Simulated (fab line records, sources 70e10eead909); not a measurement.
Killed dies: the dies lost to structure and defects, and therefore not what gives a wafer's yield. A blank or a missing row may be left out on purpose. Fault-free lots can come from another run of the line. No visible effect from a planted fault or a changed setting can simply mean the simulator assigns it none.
Which of the tools did it? || flow nand_harc || 12 lots, 36 wafers sampled, at 6 steps of a route of 1159

== WHAT THE GAUGES SHOWED, per wafer ==
NHARC_P_CONTACT_CD_MEAS_19. Usual: cd_nm 90.5 nm, standard deviation 2.8.
{"lot": "L483", "measured": "day 5 21:38", "on": "cd_sem-02", "cd_nm (nm)": "88.3 86.0 88.8", "flag": ""}
{"lot": "L484", "measured": "day 5 22:19", "on": "cd_sem-02", "cd_nm (nm)": "88.3 94.3 85.4", "flag": ""}
{"lot": "L485", "measured": "day 6 04:29", "on": "cd_sem-03", "cd_nm (nm)": "88.4 90.7 93.0", "flag": ""}
{"lot": "L486", "measured": "day 6 07:31", "on": "cd_sem-02", "cd_nm (nm)": "93.8 92.9 89.5", "flag": ""}
{"lot": "L487", "measured": "day 6 09:02", "on": "cd_sem-02", "cd_nm (nm)": "89.7 89.6 89.2", "flag": ""}
{"lot": "L490", "measured": "day 7 08:52", "on": "cd_sem-01", "cd_nm (nm)": "93.0 88.6 88.0", "flag": ""}
{"lot": "L489", "measured": "day 7 09:42", "on": "cd_sem-01", "cd_nm (nm)": "94.1 95.6 94.2", "flag": ""}
{"lot": "L492", "measured": "day 7 19:20", "on": "cd_sem-03", "cd_nm (nm)": "89.7 93.0 92.7", "flag": ""}
{"lot": "L493", "measured": "day 8 01:44", "on": "cd_sem-03", "cd_nm (nm)": "94.7 93.2 93.4", "flag": ""}
{"lot": "L497", "measured": "day 9 00:16", "on": "cd_sem-02", "cd_nm (nm)": "89.3 88.1 86.7", "flag": ""}
{"lot": "L503", "measured": "day 10 17:11", "on": "cd_sem-02", "cd_nm (nm)": "87.1 94.3 92.4", "flag": ""}
{"lot": "L506", "measured": "day 11 09:50", "on": "cd_sem-03", "cd_nm (nm)": "93.0 89.0 90.9", "flag": ""}

NHARC_P_M0_CD_MEAS_09: target cd 90 nm. Usual: cd_nm 90.2 nm, standard deviation 0.71.
{"lot": "L483", "measured": "day 6 06:36", "on": "cd_sem-01", "cd_nm (nm)": "89.2 89.6 89.5", "flag": ""}
{"lot": "L484", "measured": "day 6 07:17", "on": "cd_sem-02", "cd_nm (nm)": "90.8 89.8 91.6", "flag": ""}
{"lot": "L485", "measured": "day 6 13:23", "on": "cd_sem-03", "cd_nm (nm)": "90.7 90.1 90.0", "flag": ""}
{"lot": "L486", "measured": "day 6 14:47", "on": "cd_sem-03", "cd_nm (nm)": "90.2 91.3 91.0", "flag": ""}
{"lot": "L487", "measured": "day 6 14:56", "on": "cd_sem-02", "cd_nm (nm)": "90.6 90.8 90.4", "flag": ""}
{"lot": "L490", "measured": "day 7 15:59", "on": "cd_sem-02", "cd_nm (nm)": "90.7 90.4 90.3", "flag": ""}
{"lot": "L489", "measured": "day 7 16:28", "on": "cd_sem-02", "cd_nm (nm)": "95.4 95.2 96.2", "flag": "OFF"}
{"lot": "L492", "measured": "day 8 01:09", "on": "cd_sem-01", "cd_nm (nm)": "95.8 96.8 95.0", "flag": "OFF"}
{"lot": "L493", "measured": "day 8 04:58", "on": "cd_sem-01", "cd_nm (nm)": "91.4 91.0 90.3", "flag": ""}
{"lot": "L497", "measured": "day 9 05:25", "on": "cd_sem-02", "cd_nm (nm)": "90.7 90.4 90.2", "flag": ""}
{"lot": "L503", "measured": "day 10 20:25", "on": "cd_sem-01", "cd_nm (nm)": "89.8 89.2 89.2", "flag": ""}
{"lot": "L506", "measured": "day 11 13:00", "on": "cd_sem-01", "cd_nm (nm)": "90.4 90.5 89.9", "flag": ""}

NHARC_END_SORT_01. Usual: defect_limited_yield 95.5 %, standard deviation 1.4; killed_at_array 26, standard deviation 9.1; killed_at_other 0.7, standard deviation 0.9; killed_at_periphery 3.6, standard deviation 2.8; killed_dies 30, standard deviation 9.2; killed_open 3.0, standard deviation 1.9; killed_short 2.0, standard deviation 1.4; sort_bin_2_pct 1.4 %, standard deviation 0.6; sort_bin_3_pct 0.23 %, standard deviation 0.17; sort_bin_4_pct 2.8 %, standard deviation 0.92; sort_n_pass 647, standard deviation 9.2; sort_rim_yield_pct 95.9 %, standard deviation 2.1; sort_yield_pct 95.5 %, standard deviation 1.4.
{"lot": "L483", "measured": "day 19 20:22", "on": "prober-02", "defect_limited_yield (%)": "97.5 96.8 96.3", "killed_at_array": "15 17 22", "killed_at_other": "0 0 0", "killed_at_periphery": "2 5 3", "killed_dies": "17 22 25", "killed_open": "1 4 6", "killed_short": "1 3 3", "sort_bin_2_pct (%)": "0.6 0.7 0.4", "sort_bin_3_pct (%)": "0 0 0.30", "sort_bin_4_pct (%)": "1.9 2.5 3.0", "sort_n_pass": "660 655 652", "sort_rim_yield_pct (%)": "98.1 95.3 96.2", "sort_yield_pct (%)": "97.5 96.8 96.3", "flag": ""}
{"lot": "L487", "measured": "day 19 21:07", "on": "prober-01", "defect_limited_yield (%)": "95.7 95.7 97.3", "killed_at_array": "24 26 17", "killed_at_other": "0 0 0", "killed_at_periphery": "5 3 1", "killed_dies": "29 29 18", "killed_open": "6 2 2", "killed_short": "4 1 1", "sort_bin_2_pct (%)": "1.5 1.6 0.7", "sort_bin_3_pct (%)": "0 0.30 0.30", "sort_bin_4_pct (%)": "2.8 2.4 1.6", "sort_n_pass": "648 648 659", "sort_rim_yield_pct (%)": "96.2 95.3 98.1", "sort_yield_pct (%)": "95.7 95.7 97.3", "flag": ""}
{"lot": "L492", "measured": "day 21 09:32", "on": "prober-02", "defect_limited_yield (%)": "96.9 96.6 95.9", "killed_at_array": "20 23 24", "killed_at_other": "1 0 1", "killed_at_periphery": "0 0 3", "killed_dies": "21 23 28", "killed_open": "0 2 0", "killed_short": "0 2 2", "sort_bin_2_pct (%)": "1.9 1.5 1.5", "sort_bin_3_pct (%)": "0 0.30 0.44", "sort_bin_4_pct (%)": "1.2 1.6 2.2", "sort_n_pass": "656 654 649", "sort_rim_yield_pct (%)": "97.2 99.1 97.2", "sort_yield_pct (%)": "96.9 96.6 95.9", "flag": ""}

== TOOL THAT RAN EACH LOT (tool first, then ch and the chambers of the sampled wafers, then the start) ==
{"lot": "L483", "NHARC_P_CONTACT_PVD_32": "pvd_sputter-03, day 6 06:31 or earlier", "NHARC_P_M0_PEB_07": "litho_track-01 ch 0, day 6 06:31", "NHARC_P_M0_STRIP_18": "rie_diel-13 ch 0,1,3, day 6 07:10"}
{"lot": "L484", "NHARC_P_CONTACT_PVD_32": "pvd_sputter-01, day 6 07:12 or earlier", "NHARC_P_M0_PEB_07": "litho_track-04 ch 0, day 6 07:12", "NHARC_P_M0_STRIP_18": "rie_diel-13 ch 0,1,2, day 6 07:50"}
{"lot": "L485", "NHARC_P_CONTACT_PVD_32": "pvd_sputter-03, day 6 13:19 or earlier", "NHARC_P_M0_PEB_07": "litho_track-04 ch 0, day 6 13:19", "NHARC_P_M0_STRIP_18": "rie_diel-04 ch 0,3, day 6 13:57"}
{"lot": "L486", "NHARC_P_CONTACT_PVD_32": "pvd_sputter-02, day 6 14:42 or earlier", "NHARC_P_M0_PEB_07": "litho_track-06 ch 0, day 6 14:42", "NHARC_P_M0_STRIP_18": "rie_diel-09 ch 0,2,3, day 6 15:24"}
{"lot": "L487", "NHARC_P_CONTACT_PVD_32": "pvd_sputter-02, day 6 14:52 or earlier", "NHARC_P_M0_PEB_07": "litho_track-06 ch 0, day 6 14:52", "NHARC_P_M0_STRIP_18": "rie_diel-04 ch 1,3, day 6 15:35"}
{"lot": "L490", "NHARC_P_CONTACT_PVD_32": "pvd_sputter-02, day 7 15:55 or earlier", "NHARC_P_M0_PEB_07": "litho_track-01 ch 0, day 7 15:55", "NHARC_P_M0_STRIP_18": "rie_diel-09 ch 0,2,3, day 7 16:35"}
{"lot": "L489", "NHARC_P_CONTACT_PVD_32": "pvd_sputter-01, day 7 16:23 or earlier", "NHARC_P_M0_PEB_07": "litho_track-04 ch 0, day 7 16:23", "NHARC_P_M0_STRIP_18": "rie_diel-09 ch 0,1, day 7 17:01"}
{"lot": "L492", "NHARC_P_CONTACT_PVD_32": "pvd_sputter-03, day 8 01:04 or earlier", "NHARC_P_M0_PEB_07": "litho_track-04 ch 0, day 8 01:04", "NHARC_P_M0_STRIP_18": "rie_diel-09 ch 2,3, day 8 01:43"}
{"lot": "L493", "NHARC_P_CONTACT_PVD_32": "pvd_sputter-03, day 8 04:53 or earlier", "NHARC_P_M0_PEB_07": "litho_track-06 ch 0, day 8 04:53", "NHARC_P_M0_STRIP_18": "rie_diel-13 ch 0,3, day 8 05:33"}
{"lot": "L497", "NHARC_P_CONTACT_PVD_32": "pvd_sputter-01, day 9 05:20 or earlier", "NHARC_P_M0_PEB_07": "litho_track-06 ch 0, day 9 05:20", "NHARC_P_M0_STRIP_18": "rie_diel-13 ch 0,1,3, day 9 06:01"}
{"lot": "L503", "NHARC_P_CONTACT_PVD_32": "pvd_sputter-02, day 10 20:20 or earlier", "NHARC_P_M0_PEB_07": "litho_track-04 ch 0, day 10 20:20", "NHARC_P_M0_STRIP_18": "rie_diel-13 ch 0,3, day 10 20:59"}
{"lot": "L506", "NHARC_P_CONTACT_PVD_32": "pvd_sputter-03, day 11 12:55 or earlier", "NHARC_P_M0_PEB_07": "litho_track-06 ch 0, day 11 12:55", "NHARC_P_M0_STRIP_18": "rie_diel-09 ch 0,1,2, day 11 13:39"}
- NHARC_P_CONTACT_PVD_32: deposits Ti, target thk 5 nm, time 17.7 s.
- NHARC_P_M0_PEB_07: peb time 65 s.
- NHARC_P_M0_STRIP_18: strips in N2/H2.

== AS READ BY THE TOOLS THEMSELVES (means over the sampled wafers that have a number; for cases with no such wafer, the mark the record gives instead) ==
NHARC_P_CONTACT_PVD_32. Usual: throttle_valve_pct 29.9 %, standard deviation 1.1.
{"lot": "L483", "tool": "pvd_sputter-03", "throttle_valve_pct (%)": 30.1, "flag": ""}
{"lot": "L484", "tool": "pvd_sputter-01", "throttle_valve_pct (%)": 30.6, "flag": ""}
{"lot": "L485", "tool": "pvd_sputter-03", "throttle_valve_pct (%)": 29.4, "flag": ""}
{"lot": "L486", "tool": "pvd_sputter-02", "throttle_valve_pct (%)": 29.7, "flag": ""}
{"lot": "L487", "tool": "pvd_sputter-02", "throttle_valve_pct (%)": 29.0, "flag": ""}
{"lot": "L490", "tool": "pvd_sputter-02", "throttle_valve_pct (%)": 29.5, "flag": ""}
{"lot": "L489", "tool": "pvd_sputter-01", "throttle_valve_pct (%)": 30.7, "flag": ""}
{"lot": "L492", "tool": "pvd_sputter-03", "throttle_valve_pct (%)": 30.0, "flag": ""}
{"lot": "L493", "tool": "pvd_sputter-03", "throttle_valve_pct (%)": 29.6, "flag": ""}
{"lot": "L497", "tool": "pvd_sputter-01", "throttle_valve_pct (%)": 29.0, "flag": ""}
{"lot": "L503", "tool": "pvd_sputter-02", "throttle_valve_pct (%)": 29.5, "flag": ""}
{"lot": "L506", "tool": "pvd_sputter-03", "throttle_valve_pct (%)": 29.9, "flag": ""}

NHARC_P_M0_STRIP_18. Usual: drypump_motor_current_A 5.69 A, standard deviation 0.22; mfc_ar_sccm 0.007 sccm, standard deviation 0.011; oes_product_au 0.992 a.u., standard deviation 0.0094; rf_vpp_V 90.8 V, standard deviation 1; showerhead_plenum_p_Torr 2.06 Torr, standard deviation 0.092; throttle_valve_pct 14.171 %, standard deviation 0.0092.
{"lot": "L483", "tool": "rie_diel-13", "drypump_motor_current_A (A)": 5.84, "mfc_ar_sccm (sccm)": 0.002, "oes_product_au (a.u.)": 0.995, "rf_vpp_V (V)": 90.8, "showerhead_plenum_p_Torr (Torr)": 2.04, "throttle_valve_pct (%)": 14.173, "flag": ""}
{"lot": "L484", "tool": "rie_diel-13", "drypump_motor_current_A (A)": 5.60, "mfc_ar_sccm (sccm)": 0.002, "oes_product_au (a.u.)": 0.993, "rf_vpp_V (V)": 91.4, "showerhead_plenum_p_Torr (Torr)": 2.08, "throttle_valve_pct (%)": 14.174, "flag": ""}
{"lot": "L485", "tool": "rie_diel-04", "drypump_motor_current_A (A)": 5.69, "mfc_ar_sccm (sccm)": 0.000, "oes_product_au (a.u.)": 0.984, "rf_vpp_V (V)": 91.7, "showerhead_plenum_p_Torr (Torr)": 2.17, "throttle_valve_pct (%)": 14.173, "flag": ""}
{"lot": "L486", "tool": "rie_diel-09", "drypump_motor_current_A (A)": 5.80, "mfc_ar_sccm (sccm)": 0.010, "oes_product_au (a.u.)": 1.001, "rf_vpp_V (V)": 89.8, "showerhead_plenum_p_Torr (Torr)": 2.05, "throttle_valve_pct (%)": 14.172, "flag": ""}
{"lot": "L487", "tool": "rie_diel-04", "drypump_motor_current_A (A)": 5.69, "mfc_ar_sccm (sccm)": 0.018, "oes_product_au (a.u.)": 0.979, "rf_vpp_V (V)": 90.7, "showerhead_plenum_p_Torr (Torr)": 1.99, "throttle_valve_pct (%)": 14.172, "flag": ""}
{"lot": "L490", "tool": "rie_diel-09", "drypump_motor_current_A (A)": 5.79, "mfc_ar_sccm (sccm)": 0.010, "oes_product_au (a.u.)": 0.994, "rf_vpp_V (V)": 90.7, "showerhead_plenum_p_Torr (Torr)": 2.05, "throttle_valve_pct (%)": 14.168, "flag": ""}
{"lot": "L489", "tool": "rie_diel-09", "drypump_motor_current_A (A)": 5.60, "mfc_ar_sccm (sccm)": 0.003, "oes_product_au (a.u.)": 0.993, "rf_vpp_V (V)": 90.9, "showerhead_plenum_p_Torr (Torr)": 1.99, "throttle_valve_pct (%)": 14.170, "flag": ""}
{"lot": "L492", "tool": "rie_diel-09", "drypump_motor_current_A (A)": 5.88, "mfc_ar_sccm (sccm)": 0.019, "oes_product_au (a.u.)": 0.990, "rf_vpp_V (V)": 90.5, "showerhead_plenum_p_Torr (Torr)": 2.10, "throttle_valve_pct (%)": 14.174, "flag": ""}
{"lot": "L493", "tool": "rie_diel-13", "drypump_motor_current_A (A)": 5.91, "mfc_ar_sccm (sccm)": 0.000, "oes_product_au (a.u.)": 0.993, "rf_vpp_V (V)": 90.2, "showerhead_plenum_p_Torr (Torr)": 2.07, "throttle_valve_pct (%)": 14.173, "flag": ""}
{"lot": "L497", "tool": "rie_diel-13", "drypump_motor_current_A (A)": 5.83, "mfc_ar_sccm (sccm)": 0.002, "oes_product_au (a.u.)": 0.997, "rf_vpp_V (V)": 90.3, "showerhead_plenum_p_Torr (Torr)": 2.04, "throttle_valve_pct (%)": 14.174, "flag": ""}
{"lot": "L503", "tool": "rie_diel-13", "drypump_motor_current_A (A)": 5.96, "mfc_ar_sccm (sccm)": 0.000, "oes_product_au (a.u.)": 0.993, "rf_vpp_V (V)": 89.9, "showerhead_plenum_p_Torr (Torr)": 2.04, "throttle_valve_pct (%)": 14.178, "flag": ""}
{"lot": "L506", "tool": "rie_diel-09", "drypump_motor_current_A (A)": 5.78, "mfc_ar_sccm (sccm)": 0.003, "oes_product_au (a.u.)": 1.006, "rf_vpp_V (V)": 89.3, "showerhead_plenum_p_Torr (Torr)": 2.06, "throttle_valve_pct (%)": 14.177, "flag": ""}

== THE ANSWER, worked out from the rows above alone ==
Rule: a lot counts as off when the mean over its wafers that have a number is more than 3 standard deviations away from the usual mean. A lot without any number at a reading at which 4 lots or more have one is off too. The other lots that the step has rows for count as sound. After the gauges, taken in route order, come the tools' own readings; for these a lot's mean is taken, as printed above. The first step at which some lot is off is used, and at that step the reading that is off furthest; a lot without a number counts as furthest.
Off: L489, L492 (NHARC_P_M0_CD_MEAS_09, cd_nm).
If a tool, at a process step before that reading, ran all the lots that are off and no sound lot after the first of them, it fits. Those tools and the gauges at NHARC_P_M0_CD_MEAS_09 are tried in the same way. NHARC_P_CONTACT_PVD_32 gives no start for some lots, so the hours and the order of its lots are those of NHARC_P_M0_PEB_07. No candidate that was tried fits.

== WHAT WAS PUT IN BY THE SIMULATOR ==
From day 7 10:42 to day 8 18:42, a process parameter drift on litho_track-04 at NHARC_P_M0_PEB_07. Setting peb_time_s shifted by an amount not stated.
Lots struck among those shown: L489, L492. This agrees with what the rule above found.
